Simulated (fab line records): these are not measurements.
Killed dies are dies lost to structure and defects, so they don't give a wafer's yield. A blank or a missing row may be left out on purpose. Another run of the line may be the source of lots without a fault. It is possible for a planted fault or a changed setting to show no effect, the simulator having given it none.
fab line records	flow n5Finfet
record: lots: 24	wafers: 72	lastDay: 17
route steps=1938 shown MOL_CONTACT_COAG@606 BEOL_M0_SAQP@634
lots that met no fault: taken from a fault-free run of the same line
startH: the number of hours between the record's first day and the start of the first shown wafer of the lot	waitH: hours from the lot's prior step to this one	" repeats the value in the row above	L1.1+2: several wafers, shown together as one row	- no value present, or no start provided	* or withheld: withheld	< > ~ a bound
route shown NAME@n: NAME is a module with steps in the file, n the number in the route of the first one	usual: the fault-free wafers' mean and standard deviation	same: alike in all rows	chamber/n: place in a boat	sites: per-site readings	_std_site: the values' standard deviation	_edge_site: inner sites' mean taken away from outer sites' mean	radiusMm: for every site, how far away it sits from the centre of the wafer	mask NAME#n: copy n	behind: the most recent tool/chamber to have shaped the wafer	hold: reason for holding the lot/hours on hold/outcome of the hold	device: transistor that didn't switch, given as n, p or np	end of line: at the end of the route, the tests of the same wafers	a step without rows: its recipe alone	killed: the dies lost at the first sort to structure and to defects; this is not the yield of the wafer	map: dies across one wafer; x = killed, . = not, _ = none there
set.NAME: the setting as run; set.NAME@STEP: as run at that earlier step	model.NAME: the simulator's own value behind a step, which no gauge read
steps of the route over a sample of lots; a table a step, a row a wafer
services: the hour from which a tool's chamber was out of use, counted from the record's first day as startH (under 0 if before that day), plus the number of hours and why
== steps ==
step: N5_MOL_CONTACT_COAG_ETCH_65
recipe: chemistry: N2/H2	target: underlayer	targetDepthA: 130	maskMaterial: CAR-EUV	timeS: 10.4	ionEnergyEv: 200	pressureMtorr: 30	sourceW: 840	biasW: 150	n2FlowSccm: 200	h2FlowSccm: 200	ends: cleared
usual: drypumpMotorCurrentA: 6.0/0.37	etchRfOnTimeS: 10.49/0.22	oesProductAu: 0.66/0.069	rfVppV: 523.4/2.4	showerheadPlenumPTorr: 2.53/0.082	throttleValvePct: 17.84/0.22
lot.wafer	tool	chamber	startH	waitH	drypumpMotorCurrentA	etchRfOnTimeS	oesProductAu	rfHoursCounterH	rfVppV	showerheadPlenumPTorr	throttleValvePct
L074.2	rieDiel-04	0	100.54	0.0	5.7	10.77	0.59	235	520.3	2.40	17.88
L074.3	"	1	"	"	6.3	10.41	0.74	57	519.8	2.47	17.36
L074.6	"	1	"	"	6.3	10.47	0.73	-	520.1	2.47	17.36
L075.1	rieDiel-02	3	105.06	0.0	5.5	10.67	0.58	242	526.1	2.61	18.23
L075.4	"	1	"	"	6.1	10.39	0.61	184	524.1	2.52	17.67
L075.6	"	3	"	"	5.5	10.68	0.57	-	526.9	2.61	18.22
L076.1	rieDiel-02	1	116.14	0.0	6.1	10.27	0.61	189	524.0	2.52	17.69
L076.3	"	3	"	"	5.5	10.67	0.57	245	524.9	2.61	18.24
L076.5	"	0	"	"	6.3	10.12	0.76	-	521.2	2.47	17.72
L077.2	rieDiel-02	0	122.17	0.0	6.3	10.37	0.74	57	524.4	2.47	17.71
L077.3	"	2	"	"	5.9	10.82	0.64	147	526.9	2.65	17.83
L077.4	"	3	"	"	5.5	10.93	0.57	248	525.4	2.61	18.23
L078.2	rieDiel-02	3	128.18	0.0	5.5	10.86	0.56	249	525.0	2.61	18.24
L078.3	"	2	"	"	5.9	10.96	0.63	148	528.0	2.65	17.84
L078.6	"	3	"	"	5.5	10.89	0.56	-	524.7	2.61	18.24
L079.1	rieDiel-02	1	130.75	0.0	6.1	10.37	0.61	193	521.8	2.52	17.68
L079.4	"	1	"	"	6.1	10.32	0.61	-	521.5	2.52	17.68
L079.6	"	2	"	"	5.9	10.73	0.64	-	527.7	2.65	17.85
L080.1	rieDiel-02	1	134.56	0.0	6.1	10.56	0.60	195	523.2	2.52	17.70
L080.4	"	0	"	"	6.3	10.42	0.74	-	521.4	2.46	17.73
L080.5	"	2	"	"	5.9	10.90	0.63	-	527.5	2.64	17.85
L081.1	rieDiel-03	2	143.16	0.0	5.7	10.14	0.67	116	523.8	2.57	17.77
L081.4	"	3	"	"	5.9	10.58	0.62	170	519.1	2.42	18.04
L081.5	"	1	"	"	6.6	10.60	0.61	-	522.6	2.50	18.03
L082.1	rieDiel-04	1	148.70	0.0	6.3	10.42	0.73	74	520.7	2.47	17.39
L082.2	"	3	"	"	5.1	10.23	0.79	18	525.0	2.61	18.04
L082.5	"	3	"	"	5.1	10.22	0.79	-	525.0	2.61	18.03
L083.3	rieDiel-04	3	152.79	0.0	5.1	10.36	0.78	19	526.2	2.61	18.02
L083.4	"	1	"	"	6.3	10.41	0.72	-	520.5	2.47	17.38
L083.6	"	2	"	"	6.1	10.54	0.62	-	523.8	2.52	18.03
L084.2	rieDiel-02	0	156.11	0.0	6.4	10.31	0.73	70	521.6	2.46	17.75
L084.3	"	1	"	"	6.1	10.44	0.60	204	523.7	2.52	17.70
L084.5	"	1	"	"	6.1	10.40	0.60	-	523.9	2.52	17.72
L085.3	rieDiel-02	3	166.01	0.0	5.5	10.56	0.79	4	527.0	2.61	17.81
L085.4	"	1	"	"	6.1	10.43	0.59	207	524.3	2.51	17.71
L085.5	"	3	"	"	5.5	10.58	0.79	-	525.2	2.61	17.81
L086.3	rieDiel-03	3	176.55	0.0	5.9	10.68	0.60	182	521.7	2.41	18.06
L086.5	"	1	"	"	6.6	10.79	0.60	-	522.3	2.50	18.06
L086.6	"	2	"	"	5.7	10.16	0.67	-	525.0	2.56	17.80
L087.2	rieDiel-03	1	184.93	0.0	6.6	10.77	0.60	228	522.5	2.50	18.06
L087.3	"	0	"	"	6.0	10.64	0.63	127	521.1	2.45	17.72
L087.5	"	3	"	"	5.9	10.49	0.61	-	520.1	2.41	18.07
L088.1	rieDiel-03	3	185.11	0.0	5.9	10.64	0.60	185	519.3	2.41	18.07
L088.2	"	0	"	"	6.0	10.77	0.64	127	519.4	2.45	17.73
L088.4	"	1	"	"	6.6	10.81	0.60	228	522.9	2.50	18.06
L089.3	rieDiel-04	0	188.63	0.0	5.8	10.12	0.81	10	528.7	2.71	17.47
L089.5	"	1	"	"	6.3	10.36	0.70	-	521.4	2.46	17.42
L089.6	"	2	"	"	6.1	10.35	0.61	-	523.6	2.52	18.06
L090.1	rieDiel-04	3	193.12	0.0	5.2	10.27	0.76	35	525.7	2.60	18.08
L090.5	"	2	"	"	6.1	10.44	0.61	-	522.1	2.52	18.07
L090.6	"	3	"	"	5.1	10.30	0.75	-	525.6	2.60	18.05
L091.1	rieDiel-02	0	200.95	0.0	6.3	10.24	0.73	86	522.4	2.45	17.77
L091.2	"	1	"	"	6.1	10.33	0.59	219	521.9	2.51	17.73
L091.4	"	2	"	"	5.9	10.64	0.62	175	526.1	2.63	17.88
L092.1	rieDiel-02	1	209.04	0.0	6.1	10.40	0.59	221	524.8	2.51	17.75
L092.2	"	0	"	"	6.4	10.30	0.71	89	520.8	2.45	17.78
L092.4	"	3	"	"	5.5	10.64	0.75	19	526.8	2.60	17.85
L093.1	rieDiel-03	2	211.33	0.0	5.7	9.99	0.66	140	523.7	2.56	17.82
L093.3	"	3	"	"	5.9	10.59	0.61	195	519.5	2.41	18.08
L093.5	"	3	"	"	5.9	10.61	0.60	-	522.1	2.41	18.08
L094.1	rieDiel-04	3	221.68	0.0	5.1	10.35	0.74	44	523.6	2.60	18.08
L094.3	"	2	"	"	6.1	10.31	0.61	237	522.0	2.51	18.08
L094.4	"	0	"	"	5.8	10.37	0.77	21	527.8	2.70	17.49
L095.3	rieDiel-03	2	224.56	0.0	5.7	10.19	0.65	145	523.7	2.55	17.83
L095.4	"	0	"	"	6.1	10.67	0.62	142	521.4	2.44	17.76
L095.6	"	0	"	"	6.0	10.62	0.62	-	521.2	2.44	17.75
L096.2	rieDiel-03	1	233.54	0.0	6.6	10.56	0.59	245	521.7	2.49	18.08
L096.4	"	0	"	"	6.1	10.59	0.62	145	522.7	2.44	17.77
L096.6	"	0	"	"	6.0	10.65	0.62	-	520.1	2.44	17.76
L097.3	rieDiel-04	3	238.86	0.0	5.0	10.31	0.74	49	525.8	2.60	18.08
L097.5	"	3	"	"	5.1	10.42	0.73	-	526.0	2.60	18.09
L097.6	"	0	"	"	5.8	10.29	0.76	-	526.6	2.70	17.49
step: N5_MOL_CONTACT_COAG_ETCHBACK_134
recipe: chemistry: CHF3	target: SiO2	targetDepthA: 100	timeS: 6.7	ionEnergyEv: 200	pressureMtorr: 30	sourceW: 610	biasW: 170	Ar_flow_sccm: 200	CHF3_flow_sccm: 50
usual: drypumpMotorCurrentA: 5.9/0.38	oesProductAu: 0.78/0.083	rfVppV: 526/9.9	showerheadPlenumPTorr: 2.36/0.072	throttleValvePct: 18.68/0.18
lot.wafer	tool	chamber	startH	waitH	drypumpMotorCurrentA	oesProductAu	rfHoursCounterH	rfVppV	showerheadPlenumPTorr	throttleValvePct
L074.2	rieDiel-04	2	100.88	0.2	6.1	0.74	195	535	2.35	18.75
L074.3	"	1	"	"	6.3	0.85	57	513	2.32	18.28
L074.6	"	1	"	"	6.3	0.85	-	513	2.32	18.28
L075.1	rieDiel-02	3	105.78	0.1	5.5	0.67	242	537	2.46	19.20
L075.4	"	1	"	"	6.1	0.71	184	524	2.38	18.61
L075.6	"	1	"	"	6.0	0.71	-	523	2.38	18.60
L076.1	rieDiel-04	2	116.42	0.1	6.1	0.73	201	535	2.35	18.75
L076.3	"	1	"	"	6.3	0.85	63	513	2.32	18.30
L076.5	"	1	"	"	6.3	0.84	-	512	2.32	18.31
L077.2	rieDiel-04	3	122.51	0.2	5.1	0.95	8	542	2.43	18.71
L077.3	"	0	"	"	5.7	0.68	243	514	2.26	18.74
L077.4	"	2	"	"	6.1	0.73	203	535	2.35	18.75
L078.2	rieDiel-04	0	128.46	0.1	5.8	0.68	245	516	2.26	18.72
L078.3	"	1	"	"	6.3	0.85	67	514	2.31	18.30
L078.6	"	0	"	"	5.7	0.69	-	516	2.26	18.74
L079.1	rieDiel-04	2	131.31	0.1	6.1	0.74	206	534	2.35	18.76
L079.4	"	1	"	"	6.3	0.85	68	514	2.31	18.31
L079.6	"	1	"	"	6.3	0.84	-	514	2.31	18.29
L080.1	rieDiel-02	1	134.84	0.1	6.1	0.70	195	523	2.38	18.62
L080.4	"	1	"	"	6.1	0.71	-	523	2.38	18.61
L080.5	"	2	"	"	5.9	0.75	-	525	2.47	18.62
L081.1	rieDiel-03	1	143.43	0.1	6.6	0.72	212	513	2.35	18.88
L081.4	"	2	"	"	5.7	0.80	116	508	2.40	18.63
L081.5	"	0	"	"	6.0	0.76	-	531	2.29	18.57
L082.1	rieDiel-04	3	150.01	0.4	5.1	0.94	18	540	2.42	18.75
L082.2	"	1	"	"	6.3	0.83	75	512	2.31	18.31
L082.5	"	3	"	"	5.1	0.93	-	541	2.42	18.74
L083.3	rieDiel-03	0	153.27	0.2	6.0	0.76	115	530	2.29	18.59
L083.4	"	1	"	"	6.6	0.72	215	515	2.35	18.87
L083.6	"	3	"	"	5.9	0.72	-	534	2.28	18.93
L084.2	rieDiel-02	3	156.39	0.1	5.5	0.95	1	535	2.45	18.79
L084.3	"	1	"	"	6.1	0.70	204	523	2.37	18.64
L084.5	"	3	"	"	5.5	0.96	-	538	2.45	18.80
L085.3	rieDiel-03	3	166.46	0.1	5.9	0.72	179	534	2.27	18.94
L085.4	"	2	"	"	5.7	0.79	124	509	2.40	18.63
L085.5	"	3	"	"	5.9	0.71	-	534	2.27	18.95
L086.3	rieDiel-02	1	176.83	0.1	6.0	0.70	210	523	2.37	18.64
L086.5	"	1	"	"	6.0	0.69	-	522	2.37	18.64
L086.6	"	2	"	"	5.9	0.73	-	523	2.47	18.64
L087.2	rieDiel-02	0	185.20	0.1	6.3	0.85	80	522	2.31	18.66
L087.3	"	1	"	"	6.0	0.69	214	523	2.37	18.66
L087.5	"	0	"	"	6.3	0.85	-	522	2.31	18.67
L088.1	rieDiel-03	1	185.39	0.1	6.6	0.71	228	513	2.34	18.91
L088.2	"	2	"	"	5.7	0.78	130	511	2.40	18.64
L088.4	"	0	"	"	6.0	0.75	127	530	2.28	18.61
L089.3	rieDiel-02	3	190.30	0.1	5.5	0.91	12	536	2.45	18.82
L089.5	"	1	"	"	6.0	0.68	-	523	2.37	18.65
L089.6	"	2	"	"	5.9	0.73	-	524	2.46	18.66
L090.1	rieDiel-03	2	193.99	0.1	5.7	0.79	133	508	2.40	18.64
L090.5	"	3	"	"	5.9	0.71	-	532	2.27	18.97
L090.6	"	2	"	"	5.7	0.77	-	508	2.40	18.67
L091.1	rieDiel-04	2	201.23	0.1	6.1	0.72	231	535	2.34	18.79
L091.2	"	0	"	"	5.8	0.93	15	524	2.54	18.37
L091.4	"	3	"	"	5.1	0.88	38	541	2.41	18.75
L092.1	rieDiel-03	2	209.34	0.1	5.7	0.77	139	508	2.39	18.68
L092.2	"	0	"	"	6.0	0.74	136	529	2.28	18.64
L092.4	"	3	"	"	5.9	0.70	195	533	2.27	18.98
L093.1	rieDiel-04	2	211.72	0.2	6.1	0.71	234	535	2.34	18.81
L093.3	"	3	"	"	5.1	0.87	41	541	2.41	18.79
L093.5	"	0	"	"	5.8	0.91	-	524	2.53	18.35
L094.1	rieDiel-02	1	221.95	0.1	6.1	0.68	227	523	2.36	18.68
L094.3	"	3	"	"	5.5	0.88	-	537	2.45	18.85
L094.4	"	1	"	"	6.0	0.68	-	524	2.36	18.66
L095.3	rieDiel-04	1	224.84	0.1	6.3	0.81	101	514	2.30	18.37
L095.4	"	3	"	"	5.1	0.87	45	541	2.41	18.77
L095.6	"	2	"	"	6.1	0.70	-	534	2.34	18.81
L096.2	rieDiel-02	0	233.93	0.2	6.3	0.83	94	521	2.31	18.67
L096.4	"	3	"	"	5.5	0.86	30	537	2.44	18.83
L096.6	"	3	"	"	5.5	0.86	-	536	2.44	18.85
L097.3	rieDiel-04	0	240.16	0.1	5.8	0.89	28	524	2.53	18.35
L097.5	"	3	"	"	5.1	0.86	-	542	2.41	18.78
L097.6	"	0	"	"	5.8	0.89	-	525	2.53	18.38
step: N5_MOL_CONTACT_COAG_CVD_140
recipe: material: W	targetThkA: 665	mode: selectiveFill	tempC: 300	timeS: 215
usual: heaterPowerW: 502/35
lot.wafer	tool	chamber	startH	waitH	heaterPowerW
L074.2	cvdW-01	1	101.52	0.1	494
L074.3	"	0	"	"	507
L074.6	"	0	"	"	518
L075.1	cvdW-02	0	106.42	0.1	447
L075.4	"	0	"	"	453
L075.6	"	1	"	"	544
L076.1	cvdW-01	1	117.24	0.1	495
L076.3	"	1	"	"	482
L076.5	"	0	"	"	508
L077.2	cvdW-01	0	123.15	0.1	509
L077.3	"	0	"	"	517
L077.4	"	1	"	"	491
L078.2	cvdW-01	0	129.10	0.1	517
L078.3	"	0	"	"	523
L078.6	"	1	"	"	496
L079.1	cvdW-02	1	131.95	0.1	544
L079.4	"	1	"	"	536
L079.6	"	0	"	"	456
L080.1	cvdW-02	1	135.53	0.1	549
L080.4	"	0	"	"	459
L080.5	"	0	"	"	456
L081.1	cvdW-02	1	144.08	0.1	537
L081.4	"	0	"	"	459
L081.5	"	0	"	"	452
L082.1	cvdW-02	0	150.65	0.1	460
L082.2	"	1	"	"	536
L082.5	"	1	"	"	537
L083.3	cvdW-01	0	154.10	0.1	508
L083.4	"	1	"	"	487
L083.6	"	0	"	"	523
L084.2	cvdW-01	0	157.03	0.1	536
L084.3	"	0	"	"	513
L084.5	"	0	"	"	510
L085.3	cvdW-02	1	167.18	0.1	536
L085.4	"	0	"	"	464
L085.5	"	1	"	"	556
L086.3	cvdW-02	0	177.55	0.1	452
L086.5	"	0	"	"	461
L086.6	"	1	"	"	552
L087.2	cvdW-02	0	185.84	0.1	467
L087.3	"	1	"	"	543
L087.5	"	1	"	"	527
L088.1	cvdW-01	1	186.03	0.1	490
L088.2	"	0	"	"	521
L088.4	"	0	"	"	532
L089.3	cvdW-02	0	191.02	0.1	453
L089.5	"	1	"	"	535
L089.6	"	0	"	"	456
L090.1	cvdW-01	1	194.63	0.1	485
L090.5	"	1	"	"	484
L090.6	"	0	"	"	521
L091.1	cvdW-02	0	201.87	0.1	470
L091.2	"	1	"	"	548
L091.4	"	0	"	"	471
L092.1	cvdW-01	1	210.16	0.1	478
L092.2	"	0	"	"	520
L092.4	"	0	"	"	514
L093.1	cvdW-02	0	212.38	0.1	457
L093.3	"	1	"	"	553
L093.5	"	0	"	"	467
L094.1	cvdW-02	1	222.76	0.1	532
L094.3	"	0	"	"	460
L094.4	"	1	"	"	560
L095.3	cvdW-02	0	225.57	0.1	459
L095.4	"	1	"	"	535
L095.6	"	0	"	"	450
L096.2	cvdW-02	1	234.57	0.1	543
L096.4	"	1	"	"	536
L096.6	"	0	"	"	456
L097.3	cvdW-02	1	240.88	0.1	547
L097.5	"	1	"	"	536
L097.6	"	0	"	"	461
step: N5_BEOL_M0_SAQP_HM_DEP_02
recipe: material: TiN	targetThkA: 120	tempC: 25	chamberPressurePa: 0.49996
usual: throttleValvePct: 29.8/1.1
lot.wafer	tool	chamber	startH	waitH	throttleValvePct
L074.2	pvdSputter-01	-	105.64	0.1	30.1
L074.3	"	-	"	"	30.1
L074.6	"	-	"	"	29.2
L075.1	pvdSputter-01	-	111.05	0.6	30.2
L075.4	"	-	"	"	29.2
L075.6	"	-	"	"	30.1
L076.1	pvdSputter-01	-	121.97	0.7	29.3
L076.3	"	-	"	"	30.0
L076.5	"	-	"	"	28.8
L077.2	pvdSputter-01	-	128.37	1.2	29.0
L077.3	"	-	"	"	29.9
L077.4	"	-	"	"	29.9
L078.2	pvdSputter-02	-	134.39	1.2	27.0
L078.3	"	-	"	"	31.3
L078.6	"	-	"	"	29.1
L079.1	pvdSputter-03	-	138.10	2.0	30.7
L079.4	"	-	"	"	31.1
L079.6	"	-	"	"	30.4
L080.1	pvdSputter-02	-	139.97	0.4	31.2
L080.4	"	-	"	"	30.5
L080.5	"	-	"	"	31.1
L081.1	pvdSputter-01	-	149.92	1.8	30.4
L081.4	"	-	"	"	29.5
L081.5	"	-	"	"	29.2
L082.1	pvdSputter-02	-	154.87	0.2	31.0
L082.2	"	-	"	"	30.7
L082.5	"	-	"	"	31.1
L083.3	pvdSputter-01	-	159.19	1.1	29.7
L083.4	"	-	"	"	29.0
L083.6	"	-	"	"	29.4
L084.2	pvdSputter-01	-	161.46	0.4	29.7
L084.3	"	-	"	"	30.4
L084.5	"	-	"	"	29.8
L085.3	pvdSputter-01	-	172.67	1.5	29.4
L085.4	"	-	"	"	29.9
L085.5	"	-	"	"	30.2
L086.3	pvdSputter-01	-	182.44	0.9	29.8
L086.5	"	-	"	"	30.0
L086.6	"	-	"	"	29.8
L087.2	pvdSputter-03	-	191.94	2.0	30.2
L087.3	"	-	"	"	31.3
L087.5	"	-	"	"	30.3
L088.1	pvdSputter-02	-	193.04	0.1	30.7
L088.2	"	-	"	"	31.2
L088.4	"	-	"	"	29.1
L089.3	pvdSputter-01	-	198.17	2.3	28.8
L089.5	"	-	"	"	29.4
L089.6	"	-	"	"	28.7
L090.1	pvdSputter-03	-	200.00	1.1	30.1
L090.5	"	-	"	"	30.1
L090.6	"	-	"	"	31.1
L091.1	pvdSputter-03	-	206.07	0.2	30.5
L091.2	"	-	"	"	31.1
L091.4	"	-	"	"	29.9
L092.1	pvdSputter-03	-	214.54	0.3	30.0
L092.2	"	-	"	"	31.4
L092.4	"	-	"	"	30.3
L093.1	pvdSputter-02	-	218.80	1.6	26.9
L093.3	"	-	"	"	30.5
L093.5	"	-	"	"	27.4
L094.1	pvdSputter-01	-	227.58	0.8	29.7
L094.3	"	-	"	"	29.3
L094.4	"	-	"	"	28.7
L095.3	pvdSputter-03	-	231.19	1.4	30.2
L095.4	"	-	"	"	31.5
L095.6	"	-	"	"	31.2
L096.2	pvdSputter-01	-	238.69	0.1	29.1
L096.4	"	-	"	"	29.9
L096.6	"	-	"	"	30.1
L097.3	pvdSputter-02	-	246.28	1.4	27.2
L097.5	"	-	"	"	27.2
L097.6	"	-	"	"	30.8
step: N5_BEOL_M0_SAQP_ETCH_101
recipe: chemistry: CH3F/O2	target: SiNx	maskMaterial: SiO2	targetDepthA: 299	timeS: 42.7	pressureMtorr: 30	sourceW: 395	biasW: 73	Ar_flow_sccm: 150	CH3F_flow_sccm: 30	O2_flow_sccm: 20	ionEnergyEv: 120
usual: drypumpMotorCurrentA: 5.8/0.48	oesProductAu: 0.76/0.052	rfVppV: 294/4.8	showerheadPlenumPTorr: 1.98/0.059	throttleValvePct: 16.47/0.2
lot.wafer	tool	chamber	startH	waitH	drypumpMotorCurrentA	oesProductAu	rfHoursCounterH	rfVppV	showerheadPlenumPTorr	throttleValvePct
L074.2	rieDiel-01	3	108.08	0.0	5.7	0.75	154	298	1.99	16.44
L074.3	"	2	"	"	5.9	0.88	42	293	1.94	16.23
L074.6	"	3	"	"	5.7	0.76	-	297	1.99	16.44
L075.1	rieDiel-01	2	113.43	0.0	5.8	0.87	43	292	1.94	16.21
L075.4	"	3	"	"	5.7	0.75	155	297	1.99	16.46
L075.6	"	2	"	"	5.9	0.88	-	291	1.94	16.23
L076.1	rieDiel-06	1	124.56	0.0	5.3	0.73	148	291	2.00	16.63
L076.3	"	3	"	"	5.7	0.73	177	292	1.92	16.51
L076.5	"	0	"	"	6.1	0.82	-	294	2.10	16.08
L077.2	rieDiel-05	0	130.88	0.0	5.9	0.80	106	290	1.94	16.32
L077.3	"	2	"	"	6.3	0.77	127	304	2.03	16.74
L077.4	"	3	"	"	4.7	0.75	156	297	1.99	16.36
L078.2	rieDiel-05	0	137.02	0.0	5.8	0.79	108	288	1.94	16.33
L078.3	"	3	"	"	4.7	0.75	158	299	1.99	16.37
L078.6	"	1	"	"	5.2	0.72	-	304	2.00	16.76
L079.1	rieDiel-05	3	141.59	0.0	4.7	0.75	160	298	1.99	16.38
L079.4	"	0	"	"	5.9	0.80	109	288	1.94	16.33
L079.6	"	0	"	"	5.8	0.80	-	287	1.94	16.34
L080.1	rieDiel-01	1	142.57	0.2	6.4	0.72	200	292	1.90	16.55
L080.4	"	2	"	"	5.9	0.86	50	291	1.94	16.25
L080.5	"	1	"	"	6.4	0.72	-	293	1.90	16.53
L081.1	rieDiel-05	2	152.77	0.0	6.3	0.77	135	303	2.03	16.73
L081.4	"	1	"	"	5.2	0.70	177	305	2.00	16.78
L081.5	"	0	"	"	5.9	0.79	-	289	1.94	16.33
L082.1	rieDiel-06	2	157.47	0.0	6.3	0.71	213	298	2.07	16.65
L082.2	"	1	"	"	5.3	0.72	159	291	1.99	16.64
L082.5	"	1	"	"	5.3	0.72	-	292	1.99	16.64
L083.3	rieDiel-01	2	162.09	0.0	5.9	0.86	57	291	1.94	16.26
L083.4	"	1	"	"	6.4	0.72	206	293	1.90	16.56
L083.6	"	1	"	"	6.4	0.71	-	293	1.90	16.57
L084.2	rieDiel-01	2	164.77	0.0	5.9	0.85	57	292	1.94	16.26
L084.3	"	1	"	"	6.4	0.71	206	292	1.90	16.56
L084.5	"	1	"	"	6.4	0.72	-	292	1.90	16.55
L085.3	rieDiel-05	2	176.70	0.0	6.3	0.76	141	303	2.02	16.73
L085.4	"	0	"	"	5.8	0.79	119	287	1.94	16.35
L085.5	"	2	"	"	6.3	0.76	-	303	2.02	16.73
L086.3	rieDiel-06	1	185.35	0.0	5.3	0.71	168	292	1.99	16.66
L086.5	"	0	"	"	6.1	0.80	-	295	2.10	16.13
L086.6	"	3	"	"	5.7	0.71	-	291	1.91	16.54
L087.2	rieDiel-06	3	194.86	0.0	5.7	0.70	198	291	1.91	16.55
L087.3	"	2	"	"	6.3	0.70	224	296	2.06	16.69
L087.5	"	3	"	"	5.7	0.71	-	292	1.91	16.56
L088.1	rieDiel-01	2	195.66	0.1	5.9	0.84	67	291	1.94	16.27
L088.2	"	1	"	"	6.4	0.71	215	294	1.89	16.57
L088.4	"	0	"	"	5.3	0.83	88	288	2.02	16.29
L089.3	rieDiel-06	2	200.67	0.0	6.2	0.70	226	296	2.06	16.67
L089.5	"	3	"	"	5.7	0.70	-	293	1.91	16.56
L089.6	"	0	"	"	6.2	0.79	-	296	2.10	16.11
L090.1	rieDiel-05	3	202.88	0.0	4.7	0.74	178	299	1.99	16.40
L090.5	"	2	"	"	6.3	0.76	-	303	2.02	16.76
L090.6	"	1	"	"	5.2	0.70	-	303	1.99	16.80
L091.1	rieDiel-05	1	208.85	0.1	5.2	0.70	192	304	1.99	16.80
L091.2	"	0	"	"	5.8	0.78	129	288	1.93	16.38
L091.4	"	2	"	"	6.3	0.75	151	303	2.02	16.77
L092.1	rieDiel-01	2	216.94	0.0	5.9	0.84	74	291	1.93	16.28
L092.2	"	3	"	"	5.7	0.73	186	298	1.98	16.51
L092.4	"	0	"	"	5.3	0.81	94	287	2.02	16.31
L093.1	rieDiel-06	0	221.65	0.0	6.1	0.78	121	294	2.09	16.12
L093.3	"	2	"	"	6.2	0.69	233	297	2.06	16.70
L093.5	"	0	"	"	6.1	0.78	-	295	2.09	16.11
L094.1	rieDiel-01	0	230.09	0.0	5.3	0.81	98	288	2.01	16.32
L094.3	"	1	"	"	6.4	0.70	227	294	1.89	16.61
L094.4	"	3	"	"	5.8	0.73	-	296	1.98	16.53
L095.3	rieDiel-01	1	234.07	0.0	6.4	0.69	228	293	1.89	16.60
L095.4	"	0	"	"	5.3	0.80	100	287	2.01	16.33
L095.6	"	2	"	"	5.8	0.83	-	293	1.93	16.31
L096.2	rieDiel-06	1	241.66	0.1	5.4	0.70	185	291	1.98	16.70
L096.4	"	2	"	"	6.3	0.69	239	296	2.06	16.71
L096.6	"	3	"	"	5.7	0.70	-	291	1.91	16.58
L097.3	rieDiel-06	0	248.68	0.0	6.1	0.77	129	295	2.09	16.16
L097.5	"	1	"	"	5.3	0.69	-	292	1.98	16.69
L097.6	"	0	"	"	6.2	0.78	-	296	2.09	16.11
step: N5_BEOL_M0_SAQP_RECESS_109
recipe: chemistry: HF/NH3	target: SiO2	targetDepthA: 30	afsCycles: 1	tempC: 30	sublimationTempC: 180	sublimationTimeS: 60
usual: drypumpMotorCurrentA: 5.57/0.28
same: afsCycles: 1
lot.wafer	tool	chamber	startH	waitH	drypumpMotorCurrentA
L074.2	vaporEtch-02	0	108.91	0.0	5.49
L074.3	"	1	"	"	5.07
L074.6	"	0	"	"	5.49
L075.1	vaporEtch-02	0	114.26	0.0	5.47
L075.4	"	1	"	"	5.06
L075.6	"	1	"	"	5.07
L076.1	vaporEtch-01	1	125.46	0.0	5.89
L076.3	"	0	"	"	5.55
L076.5	"	0	"	"	5.56
L077.2	vaporEtch-01	1	131.71	0.0	5.89
L077.3	"	0	"	"	5.55
L077.4	"	1	"	"	5.87
L078.2	vaporEtch-01	1	137.89	0.0	5.87
L078.3	"	1	"	"	5.91
L078.6	"	0	"	"	5.56
L079.1	vaporEtch-01	0	142.42	0.0	5.56
L079.4	"	1	"	"	5.87
L079.6	"	1	"	"	5.85
L080.1	vaporEtch-01	0	143.71	0.0	5.55
L080.4	"	0	"	"	5.55
L080.5	"	0	"	"	5.56
L081.1	vaporEtch-02	1	153.60	0.0	5.05
L081.4	"	1	"	"	5.06
L081.5	"	0	"	"	5.49
L082.1	vaporEtch-02	1	158.29	0.0	5.09
L082.2	"	0	"	"	5.46
L082.5	"	0	"	"	5.46
L083.3	vaporEtch-01	0	163.11	0.1	5.55
L083.4	"	1	"	"	5.88
L083.6	"	0	"	"	5.56
L084.2	vaporEtch-01	0	165.60	0.0	5.55
L084.3	"	1	"	"	5.86
L084.5	"	1	"	"	5.87
L085.3	vaporEtch-01	0	177.57	0.1	5.56
L085.4	"	1	"	"	5.90
L085.5	"	0	"	"	5.56
L086.3	vaporEtch-02	0	186.32	0.1	5.47
L086.5	"	0	"	"	5.45
L086.6	"	1	"	"	5.09
L087.2	vaporEtch-01	1	195.69	0.0	5.91
L087.3	"	0	"	"	5.56
L087.5	"	1	"	"	5.88
L088.1	vaporEtch-02	1	196.49	0.0	5.08
L088.2	"	0	"	"	5.47
L088.4	"	0	"	"	5.46
L089.3	vaporEtch-02	0	201.54	0.1	5.47
L089.5	"	0	"	"	5.45
L089.6	"	1	"	"	5.05
L090.1	vaporEtch-01	1	203.71	0.0	5.89
L090.5	"	0	"	"	5.56
L090.6	"	1	"	"	5.93
L091.1	vaporEtch-02	1	209.82	0.0	5.06
L091.2	"	0	"	"	5.46
L091.4	"	0	"	"	5.47
L092.1	vaporEtch-01	1	217.77	0.0	5.85
L092.2	"	0	"	"	5.57
L092.4	"	1	"	"	5.88
L093.1	vaporEtch-01	1	222.48	0.0	5.86
L093.3	"	0	"	"	5.55
L093.5	"	1	"	"	5.90
L094.1	vaporEtch-01	0	230.92	0.0	5.57
L094.3	"	1	"	"	5.89
L094.4	"	0	"	"	5.56
L095.3	vaporEtch-01	0	234.94	0.1	5.56
L095.4	"	1	"	"	5.91
L095.6	"	1	"	"	5.87
L096.2	vaporEtch-01	1	242.48	0.0	5.86
L096.4	"	1	"	"	5.81
L096.6	"	0	"	"	5.57
L097.3	vaporEtch-01	0	249.76	0.1	5.56
L097.5	"	1	"	"	5.91
L097.6	"	0	"	"	5.57
== services ==
tool	chamber	startH	hours	kind
rieDiel-06	0	78.52	2.4	repair
rieDiel-04	3	99.28	11.7	repair
cvdW-02	0	123.08	6.6	repair
rieDiel-02	3	130.61	-	clean
rieDiel-02	3	130.61	-	consumableReplace:focusRing
rieDiel-06	0	131.10	4.3	repair
rieDiel-04	0	144.21	-	clean
rieDiel-04	0	144.21	-	consumableReplace:focusRing
rieDiel-04	0	144.21	-	consumableReplace:showerhead
rieDiel-04	0	144.21	16.1	scheduledDown
rieDiel-04	0	144.21	16.1	ventCycle
pvdSputter-02	-	156.98	2.5	repair
rieDiel-01	-	163.38	1.2	repair
cvdW-02	-	179.06	3.8	pm
rieDiel-02	1	186.80	2.4	repair
vaporEtch-01	-	188.59	0.6	repair
cvdW-02	-	192.28	2.2	repair
cvdW-01	0	202.99	4.9	repair
rieDiel-02	0	218.61	13.5	repair
rieDiel-04	3	229.55	4.3	repair
vaporEtch-02	0	234.84	2.4	repair
cvdW-01	-	238.88	1.0	repair
rieDiel-06	1	239.83	1.3	repair
rieDiel-05	0	244.70	16.5	repair
== key ==
fault none
